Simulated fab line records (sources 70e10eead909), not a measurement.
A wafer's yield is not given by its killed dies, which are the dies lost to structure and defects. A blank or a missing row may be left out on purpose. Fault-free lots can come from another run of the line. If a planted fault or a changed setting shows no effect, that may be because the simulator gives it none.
Which tool is to blame? :: flow nandHarc :: 10 lots with 30 wafers sampled at 6 steps, on a route of 1159 steps

== WHAT THE GAUGES SHOWED, per wafer ==
NHARC_END_SORT_01.
lot: L472
measured: day 24 00:08
on: prober-01
killedAtArray: 32 32
killedAtOther: 0 0
killedAtPeriphery: 1 4
killedDies: 33 36
killedOpen: 0 6
killedShort: 1 1

== WHAT TOOL EACH LOT RAN ON (gives the tool, then ch and the chambers of the sampled wafers, and finally the start) ==
lot: L455
NHARC_A_CHANNEL_HOLE_D1_ETCH_22: harEtch-02 ch 0,1, day 8 08:58
NHARC_A_CHANNEL_HOLE_D1_ETCH_25: harEtch-02 ch 0,1, day 8 11:00
NHARC_A_CHANNEL_HOLE_D1_ETCH_44: rieDiel-09 ch 1,2,3, day 8 12:52
NHARC_A_CHANNEL_HOLE_D1_XSEM_31: xsem-01 ch 0, day 8 13:44
NHARC_A_CHANNEL_FILL_D1_ALD_03: aldSinBatch-02 ch 0, no start

lot: L454
NHARC_A_CHANNEL_HOLE_D1_ETCH_22: harEtch-01 ch 0,1, day 8 10:50
NHARC_A_CHANNEL_HOLE_D1_ETCH_25: harEtch-01 ch 0,1, day 8 12:58
NHARC_A_CHANNEL_HOLE_D1_ETCH_44: rieDiel-13 ch 0,2, day 8 14:30
NHARC_A_CHANNEL_HOLE_D1_XSEM_31: xsem-02 ch 0, day 8 15:23
NHARC_A_CHANNEL_FILL_D1_ALD_03: aldSinBatch-02 ch 0, no start

lot: L457
NHARC_A_CHANNEL_HOLE_D1_ETCH_22: harEtch-02 ch 0,1, day 8 16:26
NHARC_A_CHANNEL_HOLE_D1_ETCH_25: harEtch-02 ch 0,1, day 8 18:31
NHARC_A_CHANNEL_HOLE_D1_ETCH_44: rieDiel-11 ch 0,2, day 8 20:13
NHARC_A_CHANNEL_HOLE_D1_XSEM_31: xsem-01 ch 0, day 8 21:07
NHARC_A_CHANNEL_FILL_D1_ALD_03: aldSinBatch-01 ch 0, no start

lot: L456
NHARC_A_CHANNEL_HOLE_D1_ETCH_22: harEtch-02 ch 0,1, day 9 03:19
NHARC_A_CHANNEL_HOLE_D1_ETCH_25: harEtch-02 ch 0,1, day 9 05:23
NHARC_A_CHANNEL_HOLE_D1_ETCH_44: rieDiel-11 ch 0,1,3, day 9 07:05
NHARC_A_CHANNEL_HOLE_D1_XSEM_31: xsem-02 ch 0, day 9 07:58
NHARC_A_CHANNEL_FILL_D1_ALD_03: aldSinBatch-01 ch 0, no start

lot: L460
NHARC_A_CHANNEL_HOLE_D1_ETCH_22: harEtch-02 ch 0,1, day 9 12:39
NHARC_A_CHANNEL_HOLE_D1_ETCH_25: harEtch-02 ch 0,1, day 9 14:44
NHARC_A_CHANNEL_HOLE_D1_ETCH_44: rieDiel-13 ch 0,3, day 9 16:25
NHARC_A_CHANNEL_HOLE_D1_XSEM_31: xsem-02 ch 0, day 9 17:19
NHARC_A_CHANNEL_FILL_D1_ALD_03: aldSinBatch-03 ch 0, no start

lot: L464
NHARC_A_CHANNEL_HOLE_D1_ETCH_22: harEtch-01 ch 0,1, day 10 21:13
NHARC_A_CHANNEL_HOLE_D1_ETCH_25: harEtch-01 ch 0,1, day 10 23:14
NHARC_A_CHANNEL_HOLE_D1_ETCH_44: rieDiel-09 ch 0,2, day 11 01:05
NHARC_A_CHANNEL_HOLE_D1_XSEM_31: xsem-01 ch 0, day 11 01:57
NHARC_A_CHANNEL_FILL_D1_ALD_03: aldSinBatch-02 ch 0, no start

lot: L469
NHARC_A_CHANNEL_HOLE_D1_ETCH_22: harEtch-02 ch 1, day 12 04:07
NHARC_A_CHANNEL_HOLE_D1_ETCH_25: harEtch-02 ch 1, day 12 06:10
NHARC_A_CHANNEL_HOLE_D1_ETCH_44: rieDiel-09 ch 1,3, day 12 08:02
NHARC_A_CHANNEL_HOLE_D1_XSEM_31: xsem-01 ch 0, day 12 09:02
NHARC_A_CHANNEL_FILL_D1_ALD_03: aldSinBatch-01 ch 0, no start

lot: L472
NHARC_A_CHANNEL_HOLE_D1_ETCH_22: harEtch-02 ch 1, day 12 22:27
NHARC_A_CHANNEL_HOLE_D1_ETCH_25: harEtch-02 ch 1, day 13 00:29
NHARC_A_CHANNEL_HOLE_D1_ETCH_44: rieDiel-09 ch 0,2,3, day 13 02:19
NHARC_A_CHANNEL_HOLE_D1_XSEM_31: xsem-01 ch 0, day 13 03:12
NHARC_A_CHANNEL_FILL_D1_ALD_03: aldSinBatch-03 ch 0, day 24 00:08 or earlier

lot: L473
NHARC_A_CHANNEL_HOLE_D1_ETCH_22: harEtch-02 ch 0,1, day 13 07:40
NHARC_A_CHANNEL_HOLE_D1_ETCH_25: harEtch-02 ch 0,1, day 13 09:41
NHARC_A_CHANNEL_HOLE_D1_ETCH_44: rieDiel-11 ch 0,1,3, day 13 11:30
NHARC_A_CHANNEL_HOLE_D1_XSEM_31: xsem-01 ch 0, day 13 12:25
NHARC_A_CHANNEL_FILL_D1_ALD_03: aldSinBatch-02 ch 0, no start

lot: L476
NHARC_A_CHANNEL_HOLE_D1_ETCH_22: harEtch-02 ch 0,1, day 13 18:40
NHARC_A_CHANNEL_HOLE_D1_ETCH_25: harEtch-02 ch 0,1, day 13 20:41
NHARC_A_CHANNEL_HOLE_D1_ETCH_44: rieDiel-11 ch 1,2, day 13 22:31
NHARC_A_CHANNEL_HOLE_D1_XSEM_31: xsem-01 ch 0, day 13 23:23
NHARC_A_CHANNEL_FILL_D1_ALD_03: aldSinBatch-02 ch 0, no start
- NHARC_A_CHANNEL_HOLE_D1_ETCH_22: etches the open film in C4F8/O2/Ar, time 666.7 s, target depth 1600 nm.
- NHARC_A_CHANNEL_HOLE_D1_ETCH_25: etches the open film in C4F8/O2/Ar, time 1040.2 s, target depth 1500 nm.
- NHARC_A_CHANNEL_HOLE_D1_ETCH_44: etches the open film in CF4/O2, target depth 140 nm, overetch 14 nm, time 77 s.
- NHARC_A_CHANNEL_HOLE_D1_XSEM_31
- NHARC_A_CHANNEL_FILL_D1_ALD_03: deposits SiNx, target thk 6 nm, pulse time 60 s, ald cycles 58.

== WHAT THE TOOLS THEMSELVES READ (means of the sampled wafers that have a number; where no wafer has one, the mark that the record gives instead) ==
NHARC_A_CHANNEL_HOLE_D1_ETCH_22.
lot: L455
tool: harEtch-02
chamberPressureMTorr (mTorr): 20.011
drypumpMotorCurrentA (A): 5.4
o2FlowSccm (sccm): 35.75
showerheadPlenumPTorr (Torr): 3.63
throttleValvePct (%): 32.161

lot: L454
tool: harEtch-01
chamberPressureMTorr (mTorr): 19.975
drypumpMotorCurrentA (A): 5.8
o2FlowSccm (sccm): 35.69
showerheadPlenumPTorr (Torr): 3.71
throttleValvePct (%): 32.153

lot: L457
tool: harEtch-02
chamberPressureMTorr (mTorr): 19.997
drypumpMotorCurrentA (A): 5.4
o2FlowSccm (sccm): 35.53
showerheadPlenumPTorr (Torr): 3.63
throttleValvePct (%): 32.153

lot: L456
tool: harEtch-02
chamberPressureMTorr (mTorr): 19.990
drypumpMotorCurrentA (A): 5.4
o2FlowSccm (sccm): 35.69
showerheadPlenumPTorr (Torr): 3.63
throttleValvePct (%): 32.159

lot: L460
tool: harEtch-02
chamberPressureMTorr (mTorr): 19.995
drypumpMotorCurrentA (A): 5.8
o2FlowSccm (sccm): 35.72
showerheadPlenumPTorr (Torr): 3.69
throttleValvePct (%): 32.155

lot: L464
tool: harEtch-01
chamberPressureMTorr (mTorr): 20.004
drypumpMotorCurrentA (A): 5.8
o2FlowSccm (sccm): 35.70
showerheadPlenumPTorr (Torr): 3.70
throttleValvePct (%): 32.159

lot: L469
tool: harEtch-02
chamberPressureMTorr (mTorr): 19.988
drypumpMotorCurrentA (A): 6.2
o2FlowSccm (sccm): 35.72
showerheadPlenumPTorr (Torr): 3.74
throttleValvePct (%): 32.147

lot: L472
tool: harEtch-02
chamberPressureMTorr (mTorr): 19.970
drypumpMotorCurrentA (A): 6.2
o2FlowSccm (sccm): 35.60
showerheadPlenumPTorr (Torr): 3.73
throttleValvePct (%): 32.147

lot: L473
tool: harEtch-02
chamberPressureMTorr (mTorr): 19.988
drypumpMotorCurrentA (A): 5.4
o2FlowSccm (sccm): 35.65
showerheadPlenumPTorr (Torr): 3.60
throttleValvePct (%): 32.146

lot: L476
tool: harEtch-02
chamberPressureMTorr (mTorr): 20.005
drypumpMotorCurrentA (A): 5.8
o2FlowSccm (sccm): 35.76
showerheadPlenumPTorr (Torr): 3.67
throttleValvePct (%): 32.157

NHARC_A_CHANNEL_HOLE_D1_ETCH_25.
lot: L455
tool: harEtch-02
chamberPressureMTorr (mTorr): 20.020
drypumpMotorCurrentA (A): 5.4
o2FlowSccm (sccm): 31.14
showerheadPlenumPTorr (Torr): 3.63
throttleValvePct (%): 32.235

lot: L454
tool: harEtch-01
chamberPressureMTorr (mTorr): 20.003
drypumpMotorCurrentA (A): 5.8
o2FlowSccm (sccm): 31.27
showerheadPlenumPTorr (Torr): 3.71
throttleValvePct (%): 32.232

lot: L457
tool: harEtch-02
chamberPressureMTorr (mTorr): 20.000
drypumpMotorCurrentA (A): 5.4
o2FlowSccm (sccm): 31.28
showerheadPlenumPTorr (Torr): 3.62
throttleValvePct (%): 32.238

lot: L456
tool: harEtch-02
chamberPressureMTorr (mTorr): 19.989
drypumpMotorCurrentA (A): 5.4
o2FlowSccm (sccm): 31.20
showerheadPlenumPTorr (Torr): 3.62
throttleValvePct (%): 32.235

lot: L460
tool: harEtch-02
chamberPressureMTorr (mTorr): 20.016
drypumpMotorCurrentA (A): 5.8
o2FlowSccm (sccm): 31.17
showerheadPlenumPTorr (Torr): 3.69
throttleValvePct (%): 32.238

lot: L464
tool: harEtch-01
chamberPressureMTorr (mTorr): 20.010
drypumpMotorCurrentA (A): 5.8
o2FlowSccm (sccm): 31.26
showerheadPlenumPTorr (Torr): 3.70
throttleValvePct (%): 32.239

lot: L469
tool: harEtch-02
chamberPressureMTorr (mTorr): 19.975
drypumpMotorCurrentA (A): 6.2
o2FlowSccm (sccm): 31.20
showerheadPlenumPTorr (Torr): 3.73
throttleValvePct (%): 32.242

lot: L472
tool: harEtch-02
chamberPressureMTorr (mTorr): 19.994
drypumpMotorCurrentA (A): 6.2
o2FlowSccm (sccm): 31.38
showerheadPlenumPTorr (Torr): 3.73
throttleValvePct (%): 32.231

lot: L473
tool: harEtch-02
chamberPressureMTorr (mTorr): 19.983
drypumpMotorCurrentA (A): 5.4
o2FlowSccm (sccm): 31.14
showerheadPlenumPTorr (Torr): 3.60
throttleValvePct (%): 32.232

lot: L476
tool: harEtch-02
chamberPressureMTorr (mTorr): 19.998
drypumpMotorCurrentA (A): 5.8
o2FlowSccm (sccm): 31.08
showerheadPlenumPTorr (Torr): 3.66
throttleValvePct (%): 32.231

NHARC_A_CHANNEL_HOLE_D1_ETCH_44.
lot: L455
tool: rieDiel-09
chamberPressureMTorr (mTorr): 29.990
drypumpMotorCurrentA (A): 5.7
o2FlowSccm (sccm): 19.96
oesProductAu (a.u.): 0.986
rfVppV (V): 198.5
showerheadPlenumPTorr (Torr): 1.37
throttleValvePct (%): 13.409

lot: L454
tool: rieDiel-13
chamberPressureMTorr (mTorr): 30.000
drypumpMotorCurrentA (A): 5.6
o2FlowSccm (sccm): 20.04
oesProductAu (a.u.): 0.996
rfVppV (V): 200.1
showerheadPlenumPTorr (Torr): 1.40
throttleValvePct (%): 13.396

lot: L457
tool: rieDiel-11
chamberPressureMTorr (mTorr): 30.003
drypumpMotorCurrentA (A): 5.3
o2FlowSccm (sccm): 19.96
oesProductAu (a.u.): 0.998
rfVppV (V): 197.6
showerheadPlenumPTorr (Torr): 1.32
throttleValvePct (%): 13.404

lot: L456
tool: rieDiel-11
chamberPressureMTorr (mTorr): 29.998
drypumpMotorCurrentA (A): 5.2
o2FlowSccm (sccm): 19.98
oesProductAu (a.u.): 0.989
rfVppV (V): 197.1
showerheadPlenumPTorr (Torr): 1.33
throttleValvePct (%): 13.398

lot: L460
tool: rieDiel-13
chamberPressureMTorr (mTorr): 29.989
drypumpMotorCurrentA (A): 5.5
o2FlowSccm (sccm): 20.00
oesProductAu (a.u.): 1.001
rfVppV (V): 198.5
showerheadPlenumPTorr (Torr): 1.35
throttleValvePct (%): 13.393

lot: L464
tool: rieDiel-09
chamberPressureMTorr (mTorr): 29.983
drypumpMotorCurrentA (A): 5.6
o2FlowSccm (sccm): 20.03
oesProductAu (a.u.): 1.001
rfVppV (V): 199.0
showerheadPlenumPTorr (Torr): 1.36
throttleValvePct (%): 13.395

lot: L469
tool: rieDiel-09
chamberPressureMTorr (mTorr): 30.001
drypumpMotorCurrentA (A): 6.1
o2FlowSccm (sccm): 20.03
oesProductAu (a.u.): 0.998
rfVppV (V): 197.9
showerheadPlenumPTorr (Torr): 1.37
throttleValvePct (%): 13.399

lot: L472
tool: rieDiel-09
chamberPressureMTorr (mTorr): 30.014
drypumpMotorCurrentA (A): 5.7
o2FlowSccm (sccm): 19.98
oesProductAu (a.u.): 1.010
rfVppV (V): 197.8
showerheadPlenumPTorr (Torr): 1.32
throttleValvePct (%): 13.403

lot: L473
tool: rieDiel-11
chamberPressureMTorr (mTorr): 29.988
drypumpMotorCurrentA (A): 5.2
o2FlowSccm (sccm): 19.97
oesProductAu (a.u.): 0.999
rfVppV (V): 198.5
showerheadPlenumPTorr (Torr): 1.33
throttleValvePct (%): 13.397

lot: L476
tool: rieDiel-11
chamberPressureMTorr (mTorr): 30.015
drypumpMotorCurrentA (A): 5.1
o2FlowSccm (sccm): 19.96
oesProductAu (a.u.): 0.993
rfVppV (V): 196.7
showerheadPlenumPTorr (Torr): 1.27
throttleValvePct (%): 13.399

NHARC_A_CHANNEL_HOLE_D1_XSEM_31.
lot: L455
tool: xsem-01
botCdNm (nm): 76.0
bowNm (nm): 9.11
tiltDeg (degrees): 0.07

lot: L454
tool: xsem-02
botCdNm (nm): 73.1
bowNm (nm): 8.98
tiltDeg (degrees): 0.03

lot: L457
tool: xsem-01
botCdNm (nm): 76.1
bowNm (nm): 8.30
tiltDeg (degrees): 0.05

lot: L456
tool: xsem-02
botCdNm (nm): 72.9
bowNm (nm): 8.46
tiltDeg (degrees): 0.07

lot: L460
tool: xsem-02
botCdNm (nm): 73.0
bowNm (nm): 8.73
tiltDeg (degrees): 0.05

lot: L464
tool: xsem-01
botCdNm (nm): 75.3
bowNm (nm): 8.27
tiltDeg (degrees): 0.07

lot: L469
tool: xsem-01
botCdNm (nm): 73.9
bowNm (nm): 9.05
tiltDeg (degrees): 0.13

lot: L472
tool: xsem-01
botCdNm (nm): 74.7
bowNm (nm): 8.52
tiltDeg (degrees): 0.09

lot: L473
tool: xsem-01
botCdNm (nm): 75.1
bowNm (nm): 8.86
tiltDeg (degrees): 0.05

lot: L476
tool: xsem-01
botCdNm (nm): 75.1
bowNm (nm): 8.96
tiltDeg (degrees): 0.08

NHARC_A_CHANNEL_FILL_D1_ALD_03.
lot: L455
tool: aldSinBatch-02
chamberPressureTorr (Torr): 1.993
precursorPulseHeightRel: 1.012

lot: L454
tool: aldSinBatch-02
chamberPressureTorr (Torr): 1.999
precursorPulseHeightRel: 1.002

lot: L457
tool: aldSinBatch-01
chamberPressureTorr (Torr): 1.999
precursorPulseHeightRel: 1.010

lot: L456
tool: aldSinBatch-01
chamberPressureTorr (Torr): 2.000
precursorPulseHeightRel: 1.010

lot: L460
tool: aldSinBatch-03
chamberPressureTorr (Torr): 1.995
precursorPulseHeightRel: 1.006

lot: L464
tool: aldSinBatch-02
chamberPressureTorr (Torr): 2.004
precursorPulseHeightRel: 1.000

lot: L469
tool: aldSinBatch-01
chamberPressureTorr (Torr): 1.992
precursorPulseHeightRel: 1.018

lot: L472
tool: aldSinBatch-03
chamberPressureTorr (Torr): 2.007
precursorPulseHeightRel: 0.996

lot: L473
tool: aldSinBatch-02
chamberPressureTorr (Torr): 1.999
precursorPulseHeightRel: 0.993

lot: L476
tool: aldSinBatch-02
chamberPressureTorr (Torr): 2.002
precursorPulseHeightRel: 0.990

== THE ANSWER, worked out from the rows above alone ==
Rule: what is usual is taken from the lots themselves. Put in order of their means at a reading, lots are off if they are a third of the lots or fewer, leave a main group of 4 or more, and stand apart from it by a gap of 3 or more times the standard deviation of the main group's means; of several such gaps the widest counts. A main group is skipped when, at the precision printed for the reading in the tables above, its means are all equal. A lot without any number at a reading at which 4 lots or more have one is off too. Any other lot the step has rows for is counted as sound. First the gauges in route order, then the tools' own readings, where a lot's mean is used as printed above. At the first step where some lot is off, the reading lying furthest off is the one used; lots without a number count as furthest.
No lot is off at any reading shown: from this, nothing can be told.

== WHAT THE SIMULATOR HAD PUT IN ==
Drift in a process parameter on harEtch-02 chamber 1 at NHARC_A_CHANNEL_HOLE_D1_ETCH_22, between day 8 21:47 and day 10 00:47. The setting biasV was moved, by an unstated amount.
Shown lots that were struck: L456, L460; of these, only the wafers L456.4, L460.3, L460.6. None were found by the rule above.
